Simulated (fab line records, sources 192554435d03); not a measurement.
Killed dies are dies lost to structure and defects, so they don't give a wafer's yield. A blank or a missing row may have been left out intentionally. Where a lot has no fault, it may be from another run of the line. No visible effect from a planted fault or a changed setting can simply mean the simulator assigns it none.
fab line records ; flow n5Finfet
[record] lots = 6; wafers = 18; lastDay = 18
route steps=1938 shown HKMG_FIN@407 BEOL_M4@1111 PASSIVATION@1936
lots untouched by any fault: they come from a run of this same line in which no faults occurred
startH: start of the lot's first displayed wafer, in hours after the record's first day ; waitH: hours since the lot's step before ; " identical to the entry in the row above ; L1.1+2: one row covering several wafers at once ; - no value, or no start was given ; * or withheld: withheld ; < > ~ a bound
route shown NAME@n: a module of which the file shows steps, and the number in the route of the first ; usual: mean/standard deviation taken from wafers without a fault ; same: alike in all rows ; chamber/n: place in a boat ; sites: the reading at each site ; _std_site: the values' standard deviation ; _edge_site: inner sites' mean taken away from outer sites' mean ; radiusMm: how far each site lies from the wafer's centre ; mask NAME#n: copy n ; behind: the tool/chamber that last shaped the wafer ; hold: the reason the lot was held/the length of the hold in hours/how it ended ; device: transistor that didn't switch, given as n, p or np ; end of line: the same wafers' tests at the end of the route ; where a step has no rows: the recipe by itself ; killed: dies lost to structure and defects at the first sort, not the wafer's yield ; map: shows each die of a wafer: x if killed, . if not, _ if none is there
set.NAME: the setting as run; set.NAME@STEP: as run at that earlier step ; model.NAME: the simulator's own value behind a step, which no gauge read
certain route steps with their lots: each step a table, each wafer a row
services: when a tool's chamber went out of use (startH, in hours from the record's first day, below 0 if earlier), for how many hours, and the reason
[[steps]]
[step N5_HKMG_FIN_STRIP_93]
[recipe] chemistry = N2/H2; material = SOC; timeS = 20; powerW = 500; tempC = 40; pressureMtorr = 50; rfFrequencyHz = 6e+07; biasPowerW = 8; h2Frac = 0.5; n2FlowSccm = 300; h2FlowSccm = 300
[usual] drypumpMotorCurrentA = 5.7/0.43; oesProductAu = 0.77/0.092; rfVppV = 54.4/0.91; showerheadPlenumPTorr = 3.38/0.11; throttleValvePct = 18.9/0.34
lot.wafer;tool;chamber;startH;waitH;drypumpMotorCurrentA;oesProductAu;rfHoursCounterH;rfVppV;showerheadPlenumPTorr;throttleValvePct
L552.2;rieDiel-04;1;100.31;0.2;5.7;0.79;153;53.9;3.38;19.1
L552.4;rieDiel-04;1;100.31;0.2;5.7;0.79;-;53.4;3.38;19.2
L552.6;rieDiel-04;3;100.31;0.2;6.0;0.68;-;54.9;3.47;19.1
L562.1;rieDiel-03;0;153.86;0.2;5.0;0.87;35;55.4;3.39;18.3
L562.2;rieDiel-03;1;153.86;0.2;5.8;0.66;214;54.1;3.32;18.7
L562.3;rieDiel-03;2;153.86;0.2;5.3;0.74;175;54.2;3.20;18.8
L563.3;rieDiel-02;1;158.96;0.2;5.5;0.69;240;53.8;3.34;19.5
L563.5;rieDiel-02;2;158.96;0.2;5.2;0.78;-;53.4;3.49;18.9
L563.6;rieDiel-02;0;158.96;0.2;6.3;0.86;-;54.0;3.37;18.5
L564.2;rieDiel-03;2;165.15;0.2;5.3;0.74;179;54.5;3.19;18.8
L564.4;rieDiel-03;1;165.15;0.2;5.8;0.66;218;54.2;3.32;18.7
L564.6;rieDiel-03;1;165.15;0.2;5.9;0.66;-;54.2;3.32;18.7
L569.3;rieDiel-03;2;194.05;0.2;5.3;0.72;188;54.5;3.19;18.8
L569.4;rieDiel-03;3;194.05;0.2;4.8;0.91;13;57.0;3.57;18.8
L569.6;rieDiel-03;0;194.05;0.2;5.0;0.84;-;55.0;3.38;18.3
L570.2;rieDiel-04;1;199.73;0.2;5.7;0.75;185;55.5;3.36;19.2
L570.3;rieDiel-04;2;199.73;0.2;6.2;0.94;11;55.1;3.56;18.6
L570.4;rieDiel-04;3;199.73;0.2;6.0;0.89;26;55.1;3.45;18.8
[step N5_HKMG_FIN_WET_ETCH_76]
[recipe] chemistry = dNH4OH; mix = 1:50; tempC = 25; target = Al2O3; stopOn = La2O3; targetDepthNm = 2.25; dry = ipaMarangoni; rinseTimeS = 30; rinseTempC = 23
[step N5_HKMG_FIN_STRIP_60]
[recipe] chemistry = N2/H2; powerW = 2500; tempC = 300; h2Frac = 0.65; timeS = 360; pressureMtorr = withheld; n2FlowSccm = 1750; h2FlowSccm = 3250
[usual] drypumpMotorCurrentA = 5.8/0.34; heaterPowerW = 457/35
lot.wafer;tool;chamber;startH;waitH;drypumpMotorCurrentA;heaterPowerW;rfHoursCounterH
L552.2;plasmaAsher-01;0;100.47;0.0;6.2;431;90
L552.4;plasmaAsher-01;1;100.47;0.0;5.4;488;-
L552.6;plasmaAsher-01;0;100.47;0.0;6.1;422;-
L562.1;plasmaAsher-02;0;154.01;0.0;6.0;511;55
L562.2;plasmaAsher-02;1;154.01;0.0;5.5;422;55
L562.3;plasmaAsher-02;0;154.01;0.0;6.0;519;-
L563.3;plasmaAsher-01;1;159.23;0.1;5.4;473;-
L563.5;plasmaAsher-01;0;159.23;0.1;6.2;424;-
L563.6;plasmaAsher-01;1;159.23;0.1;5.4;465;-
L564.2;plasmaAsher-01;0;165.31;0.0;6.2;435;102
L564.4;plasmaAsher-01;0;165.31;0.0;6.1;430;-
L564.6;plasmaAsher-01;1;165.31;0.0;5.4;476;-
L569.3;plasmaAsher-01;1;194.32;0.1;5.4;474;-
L569.4;plasmaAsher-01;0;194.32;0.1;6.2;432;-
L569.6;plasmaAsher-01;1;194.32;0.1;5.3;475;-
L570.2;plasmaAsher-01;1;199.88;0.0;5.3;480;109
L570.3;plasmaAsher-01;1;199.88;0.0;5.3;471;-
L570.4;plasmaAsher-01;0;199.88;0.0;6.2;432;-
[step N5_HKMG_FIN_WET_ETCH_77]
[recipe] chemistry = dHCl; mix = 1:10000; tempC = 25; target = La2O3; stopOn = HfO2; targetDepthNm = 2
[step N5_HKMG_FIN_WET_ETCH_78]
[recipe] chemistry = dNH4OH; mix = 1:50; tempC = 25; target = Al2O3; stopOn = La2O3; targetDepthNm = 4.5; dry = ipaMarangoni; rinseTimeS = 30; rinseTempC = 23
[step N5_HKMG_FIN_ALD_79]
[recipe] material = TiN; targetThkA = 15; tempC = 400; aldPrecursorFamily = TiCl4; aldCoReactant = NH3; pulseTimeS = 1; purgeTimeS = 3; coReactantPurgeTimeS = 2; coReactantPulseTimeS = 2; aldCycles = 68; pressureTorr = 3
[usual] aldCycles = 68/0; heaterPowerW = 844/56; precursorPulseHeightRel = 0.999/0.021
[same] pulseTimeS = 1
lot.wafer;tool;chamber;startH;waitH;aldCycles;heaterPowerW;precursorPulseHeightRel
L552.2;aldMetal-02;1;100.96;0.0;68;751;0.990
L552.4;aldMetal-02;3;100.96;0.0;68;813;1.021
L552.6;aldMetal-02;1;100.96;0.0;68;762;1.003
L562.1;aldMetal-04;1;154.50;0.0;68;770;1.033
L562.2;aldMetal-04;3;154.50;0.0;68;900;1.018
L562.3;aldMetal-04;2;154.50;0.0;68;859;1.012
L563.3;aldMetal-01;0;159.63;0.0;68;904;0.986
L563.5;aldMetal-01;0;159.63;0.0;68;906;1.028
L563.6;aldMetal-01;1;159.63;0.0;68;939;1.009
L564.2;aldMetal-04;0;165.79;0.0;68;847;0.990
L564.4;aldMetal-04;1;165.79;0.0;68;757;1.013
L564.6;aldMetal-04;2;165.79;0.0;68;885;0.953
L569.3;aldMetal-02;0;194.70;0.0;68;862;1.016
L569.4;aldMetal-02;1;194.70;0.0;68;783;1.005
L569.6;aldMetal-02;1;194.70;0.0;68;763;0.965
L570.2;aldMetal-04;2;200.37;0.0;68;886;0.972
L570.3;aldMetal-04;1;200.37;0.0;68;758;0.984
L570.4;aldMetal-04;3;200.37;0.0;68;893;1.030
[step N5_HKMG_FIN_CVD_62]
[recipe] material = a-Si; targetThkA = 30; tempC = 500; precursor = Si2H6; pressureTorr = 1; timeS = 20.8
[usual] heaterPowerW = 1509/100
lot.wafer;tool;chamber;startH;waitH;heaterPowerW
L552.2;thermalCvdSi-01;0;101.32;0.2;1410
L552.4;thermalCvdSi-01;0;101.32;0.2;1368
L552.6;thermalCvdSi-01;2;101.32;0.2;1665
L562.1;thermalCvdSi-01;0;154.86;0.2;1454
L562.2;thermalCvdSi-01;2;154.86;0.2;1678
L562.3;thermalCvdSi-01;1;154.86;0.2;1544
L563.3;thermalCvdSi-02;0;159.99;0.2;1367
L563.5;thermalCvdSi-02;0;159.99;0.2;1353
L563.6;thermalCvdSi-02;1;159.99;0.2;1489
L564.2;thermalCvdSi-01;0;166.15;0.2;1451
L564.4;thermalCvdSi-01;1;166.15;0.2;1485
L564.6;thermalCvdSi-01;1;166.15;0.2;1488
L569.3;thermalCvdSi-02;1;195.06;0.2;1500
L569.4;thermalCvdSi-02;0;195.06;0.2;1374
L569.6;thermalCvdSi-02;2;195.06;0.2;1634
L570.2;thermalCvdSi-01;2;200.73;0.2;1698
L570.3;thermalCvdSi-01;1;200.73;0.2;1529
L570.4;thermalCvdSi-01;1;200.73;0.2;1486
[step N5_HKMG_FIN_RTA_80]
[recipe] tempC = withheld; timeS = 2; ambient = N2; idleTempC = 600; rampUpCPerS = 150; rampDownCPerS = 60; coolToC = 600
[step N5_HKMG_FIN_PRECLEAN_64]
[recipe] chemistry = dHF; timeS = 30; tempC = 25; dilution = withheld
[step N5_HKMG_FIN_WET_ETCH_65]
[recipe] chemistry = TMAH; tempC = 70; concWtPct = 5; target = a-Si; stopOn = TiN; timeS = 49; targetDepthNm = 3
[step N5_HKMG_FIN_WET_ETCH_81]
[recipe] chemistry = SC1; target = TiN; stopOn = HfO2; mix = 1:1:5; tempC = 60; timeS = 57; targetDepthNm = 6
[step N5_HKMG_FIN_WET_ETCH_82]
[recipe] chemistry = dHCl; mix = 1:10000; tempC = 25; target = La2O3; stopOn = HfO2; targetDepthNm = 2; dry = ipaMarangoni; rinseTimeS = 30; rinseTempC = 23
[step N5_HKMG_FIN_ALD_36]
[recipe] material = TiN; targetThkA = 10; tempC = 400; aldPrecursorFamily = TiCl4; aldCoReactant = NH3; pulseTimeS = 1; purgeTimeS = 3; coReactantPurgeTimeS = 2; coReactantPulseTimeS = 2; aldCycles = 47; pressureTorr = 3
[usual] aldCycles = 47/0; heaterPowerW = 858/60; precursorPulseHeightRel = 1.002/0.022
[same] pulseTimeS = 1
lot.wafer;tool;chamber;startH;waitH;aldCycles;heaterPowerW;precursorPulseHeightRel
L552.2;aldMetal-01;3;101.71;0.0;47;842;1.001
L552.4;aldMetal-01;2;101.71;0.0;47;946;1.013
L552.6;aldMetal-01;3;101.71;0.0;47;835;1.023
L562.1;aldMetal-01;0;155.25;0.0;47;902;1.027
L562.2;aldMetal-01;1;155.25;0.0;47;930;1.004
L562.3;aldMetal-01;3;155.25;0.0;44;845;1.030
L563.3;aldMetal-04;0;160.41;0.0;47;841;0.992
L563.5;aldMetal-04;2;160.41;0.0;47;884;0.975
L563.6;aldMetal-04;3;160.41;0.0;47;877;1.038
L564.2;aldMetal-01;3;166.65;0.0;47;861;1.034
L564.4;aldMetal-01;1;166.65;0.0;44;946;0.983
L564.6;aldMetal-01;3;166.65;0.0;44;848;1.037
L569.3;aldMetal-04;1;195.46;0.0;47;744;0.989
L569.4;aldMetal-04;3;195.46;0.0;47;899;1.011
L569.6;aldMetal-04;2;195.46;0.0;47;862;0.997
L570.2;aldMetal-02;1;201.13;0.0;47;781;0.970
L570.3;aldMetal-02;3;201.13;0.0;47;813;1.008
L570.4;aldMetal-02;2;201.13;0.0;47;859;1.027
[step N5_HKMG_FIN_THK_MEAS_70]
[recipe] thkMeasGauge = xrf; reads = HfO2_of_HKMG_FIN_HK_ALD_01
[usual] HK_THK = 1.585/0.022
lot.wafer;tool;chamber;startH;waitH;HK_THK[nm]
L552.2;filmMetro-02;-;102.00;0.2;1.570
L552.4;filmMetro-02;-;102.00;0.2;1.566
L552.6;filmMetro-02;-;102.00;0.2;1.584
L562.1;filmMetro-01;-;155.53;0.2;1.564
L562.2;filmMetro-01;-;155.53;0.2;1.574
L562.3;filmMetro-01;-;155.53;0.2;1.565
L563.3;filmMetro-02;-;160.69;0.2;1.601
L563.5;filmMetro-02;-;160.69;0.2;1.591
L563.6;filmMetro-02;-;160.69;0.2;1.595
L564.2;filmMetro-02;-;166.93;0.2;1.562
L564.4;filmMetro-02;-;166.93;0.2;1.621
L564.6;filmMetro-02;-;166.93;0.2;1.576
L569.3;filmMetro-02;-;195.74;0.2;1.588
L569.4;filmMetro-02;-;195.74;0.2;1.640
L569.6;filmMetro-02;-;195.74;0.2;1.603
L570.2;filmMetro-02;-;201.41;0.2;1.573
L570.3;filmMetro-02;-;201.41;0.2;1.573
L570.4;filmMetro-02;-;201.41;0.2;1.563
[step N5_BEOL_M4_RC_MEAS_101]
[usual] DIBL_N = 36.4/2.2; DIBL_P = 36.3/2.5; IOFF_N = 0.17/0.052; IOFF_P = 0.23/0.049; ION_N = 674/17; ION_P = 464/11; SS_N = 71.7/0.98; SS_P = 73.3/0.84; VT_N = 250/4; VT_P = -249/3.8
lot.wafer;tool;chamber;startH;waitH;DIBL_N[mV/V];DIBL_P[mV/V];IOFF_N[nA/um];IOFF_P[nA/um];ION_N[uA/um];ION_P[uA/um];SS_N[mV/dec];SS_P[mV/dec];VT_N[mV];VT_P[mV]
L552.2;prober-02;0;228.28;0.2;36.7;37.0;0.18;0.25;676;473;71.9;73.9;248;-246
L552.4;prober-02;0;228.28;0.2;36.5;36.3;0.17;0.25;676;469;71.4;73.7;248;-244
L552.6;prober-02;0;228.28;0.2;38.9;39.8;0.24;0.32;701;481;71.8;74.9;244;-243
L563.3;prober-01;0;277.69;0.3;35.4;33.1;0.13;0.17;654;454;70.7;72.1;252;-253
L563.5;prober-01;0;277.69;0.3;35.4;33.7;0.14;0.19;665;460;70.8;72.8;250;-253
L563.6;prober-01;0;277.69;0.3;36.3;35.6;0.15;0.21;671;461;71.3;73.2;251;-250
L562.1;prober-02;0;284.41;0.0;37.6;37.1;0.18;0.23;681;466;70.9;73.2;247;-250
L562.2;prober-02;0;284.41;0.0;37.7;36.5;0.17;0.21;684;467;71.8;73.5;249;-250
L562.3;prober-02;0;284.41;0.0;40.9;40.0;0.26;0.27;668;449;72.9;74.3;242;-249
L564.2;prober-02;0;304.33;0.2;35.8;35.8;0.15;0.19;653;452;71.7;73.4;253;-252
L564.4;prober-02;0;304.33;0.2;34.8;35.6;0.15;0.19;685;462;71.1;72.6;250;-253
L564.6;prober-02;0;304.33;0.2;35.3;35.0;0.15;0.17;664;447;71.5;73.8;250;-255
L569.3;prober-01;0;326.68;0.3;34.3;34.1;0.14;0.18;657;455;71.7;72.6;250;-248
L569.4;prober-01;0;326.68;0.3;36.2;37.5;0.18;0.24;682;471;70.9;72.9;243;-247
L569.6;prober-01;0;326.68;0.3;36.1;37.1;0.17;0.22;681;469;71.4;73.1;248;-248
L570.2;prober-02;0;332.12;0.2;37.5;38.5;0.20;0.28;696;474;72.0;73.5;248;-247
L570.3;prober-02;0;332.12;0.2;35.0;34.6;0.15;0.20;674;462;71.2;72.1;252;-250
L570.4;prober-02;0;332.12;0.2;36.7;35.9;0.18;0.23;672;465;72.4;73.5;248;-248
[step N5_PASSIVATION_PROBE_49]
[usual] defectLimitedYield = 91.2/1.4; killed_at_M0_to_M3 = 34/9.3; killed_at_M4_up = 14/5.9; killedAtContacts = 14/5.7; killedAtFrontEnd = 38/10; killedAtOther = 4/3.2; killedDies = 104/17; killedOpen = 67/13; killedShort = 33/6.9; sort_bin_5_function = 5.2/1; sort_bin_6_memory = 3.3/0.61; sort_bin_8_speed = 0.3/1.8; sortNPass = 1069/52; sortYieldPct = 91/4.4
[same] grossDies = 1180; killedAtBackSide = 0; sort_bin_4_leakage[%] = 0
lot.wafer;tool;chamber;startH;waitH;defectLimitedYield[%];killed_at_M0_to_M3;killed_at_M4_up;killedAtContacts;killedAtFrontEnd;killedAtOther;killedDies;killedOpen;killedShort;sort_bin_5_function[%];sort_bin_6_memory[%];sort_bin_8_speed[%];sortNPass;sortYieldPct[%]
L552.4;prober-01;-;336.08;0.2;89.3;32;26;23;40;5;126;80;39;6.7;3.7;0;1054;89
L552.6;prober-01;-;336.18;0.3;91.3;28;21;11;41;2;103;66;32;5.1;3.4;0;1077;91
L563.3;prober-01;-;392.31;0.1;88.3;23;28;20;62;5;138;91;41;7.1;4.2;0;1042;88
L563.5;prober-01;-;392.41;0.2;89.0;45;13;20;39;13;130;84;36;6.4;4.4;0;1050;89
L563.6;prober-01;-;392.46;0.3;86.7;46;17;17;70;7;157;100;48;6.9;6.2;0;1023;87
L562.3;prober-02;-;398.71;0.1;92.7;31;11;2;36;6;86;46;36;4.0;3.1;0.1;1093;93
L564.2;prober-02;-;416.78;0.1;89.9;55;6;23;30;5;119;56;45;6.0;3.6;0;1061;90
L564.4;prober-02;-;416.88;0.2;91.6;49;12;12;23;3;99;66;29;5.7;2.5;0;1081;92
L564.6;prober-02;-;416.98;0.3;86.4;43;5;26;27;59;160;62;20;11.8;1.6;0;1020;86
// killed by level:class
L552.4 MOL_CONTACT_COAG:geometricParticle:open=18 BEOL_M4:geometricParticle:open=14 STI_FIN_REVEAL:geometricParticle:open=9 BEOL_M0_SAQP:geometricParticle:short=9 BEOL_M1:geometricParticle:open=8 FIN_SAQP:geometricParticle:open=6 DUMMY_GATE:geometricParticle:open=5 MOL_CONTACT_COAG:geometricParticle:short=5
L552.6 FIN_SAQP:geometricParticle:open=11 FIN_SAQP:geometricParticle:short=10 BEOL_M4:geometricParticle:open=10 MOL_CONTACT_COAG:geometricParticle:open=9 BEOL_M3:geometricParticle:open=9 BEOL_M0_SAQP:geometricParticle:open=6 DUMMY_GATE:geometricParticle:open=5 BEOL_M2:geometricParticle:open=5
L563.3 STI_FIN_REVEAL:geometricParticle:open=18 MOL_CONTACT_COAG:geometricParticle:open=17 BEOL_M4:geometricParticle:open=13 FIN_SAQP:geometricParticle:short=7 FIN_SAQP:geometricParticle:open=7 ILD0:geometricParticle:short=7 ILD0:geometricParticle:open=6 STI_FIN_REVEAL:geometricParticle:short=5
L563.5 MOL_CONTACT_COAG:geometricParticle:open=15 STI_FIN_REVEAL:geometricParticle:open=10 BEOL_M0_SAQP:geometricParticle:open=10 BEOL_M1:geometricParticle:open=9 PASSIVATION:areaEtch=9 BEOL_M3:geometricParticle:open=8 STI_FIN_REVEAL:geometricParticle:short=7 BEOL_M0_SAQP:geometricParticle:short=7
L563.6 STI_FIN_REVEAL:geometricParticle:open=21 FIN_SAQP:geometricParticle:open=14 FIN_SAQP:geometricParticle:short=12 BEOL_M1:geometricParticle:open=10 BEOL_M3:geometricParticle:open=10 MOL_CONTACT_COAG:geometricParticle:open=9 BEOL_M0_SAQP:geometricParticle:short=9 MOL_CONTACT_COAG:geometricParticle:short=8
L562.3 STI_FIN_REVEAL:geometricParticle:open=8 GATE_CUT:geometricParticle:short=8 BEOL_M1:geometricParticle:open=8 BEOL_M4:geometricParticle:open=7 BEOL_M1:geometricParticle:short=6 BEOL_M3:geometricParticle:open=6 BEOL_M0_SAQP:geometricParticle:short=5 DUMMY_GATE:geometricParticle:open=4
L564.2 BEOL_M1:geometricParticle:open=20 MOL_CONTACT_COAG:areaEtch=15 GATE_CUT:geometricParticle:short=8 BEOL_M0_SAQP:geometricParticle:short=8 BEOL_M2:geometricParticle:open=6 MOL_CONTACT_COAG:geometricParticle:open=5 BEOL_M3:geometricParticle:open=5 FIN_SAQP:geometricParticle:short=4
L564.4 BEOL_M2:geometricParticle:open=12 MOL_CONTACT_COAG:geometricParticle:open=11 BEOL_M0_SAQP:geometricParticle:short=9 STI_FIN_REVEAL:geometricParticle:open=8 BEOL_M3:geometricParticle:open=8 BEOL_M0_SAQP:geometricParticle:open=7 BEOL_M1:geometricParticle:open=5 FIN_SAQP:geometricParticle:open=4
L564.6 PASSIVATION:areaEtch=53 MOL_CONTACT_COAG:areaEtch=20 BEOL_M0_SAQP:geometricParticle:open=12 BEOL_M1:geometricParticle:open=10 FIN_SAQP:geometricParticle:open=7 BEOL_M0_SAQP:geometricParticle:short=7 MOL_CONTACT_COAG:geometricParticle:open=6 DUMMY_GATE:geometricParticle:open=5
[[services]]
tool;chamber;startH;hours;kind
thermalCvdSi-02;0;77.16;7.0;repair
rieDiel-02;0;82.78;5.5;repair
aldMetal-01;3;91.74;2.4;repair
rieDiel-04;0;98.94;4.2;repair
rieDiel-04;3;118.34;-;clean
rieDiel-04;3;118.34;-;consumableReplace:focusRing
rieDiel-04;3;118.34;17.5;scheduledDown
rieDiel-04;3;118.34;17.5;ventCycle
aldMetal-01;-;118.89;1.0;repair
thermalCvdSi-02;-;123.60;1.0;repair
rieDiel-03;3;134.34;-;clean
rieDiel-03;3;134.34;-;consumableReplace:focusRing
rieDiel-03;3;134.34;-;consumableReplace:showerhead
rieDiel-03;3;134.34;23.1;scheduledDown
rieDiel-03;3;134.34;23.1;ventCycle
rieDiel-04;2;135.83;-;clean
rieDiel-04;2;135.83;-;consumableReplace:focusRing
rieDiel-04;2;135.83;-;consumableReplace:showerhead
rieDiel-04;0;148.13;4.3;repair
aldMetal-02;-;152.73;8.7;pm
thermalCvdSi-01;2;165.97;21.6;repair
plasmaAsher-01;-;171.51;4.3;repair
aldMetal-04;-;189.13;6.0;pm
rieDiel-03;0;201.11;2.7;repair
[[key]]
[firstSign] step = N5_HKMG_FIN_ALD_36; reading = aldCycles; direction = down; sigmas = 99+; usual = *; struck = *
effect none on later readings
metAt N5_HKMG_FIN_ALD_36
struckWafers L562.3,L564.4,L564.6
[baselineLoss] step = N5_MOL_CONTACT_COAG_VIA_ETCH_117; wafers = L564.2
[baselineLoss] step = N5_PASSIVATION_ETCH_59; wafers = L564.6
onsetBetween 101.71 155.25
[fault] kind = processParameterDrift; tool = aldMetal-01; chamber = -; onsetH = 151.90; steps = N5_HKMG_FIN_ALD_36; channel = aldCycles; offset = *; shape = step; endH = 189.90; scope = struckWafersOnly; actsIn = *; stated = *
// baselineLoss: these wafers lose ten dies or more at that step, a loss of the line's own and not of a fault; the sort's usual values leave them out
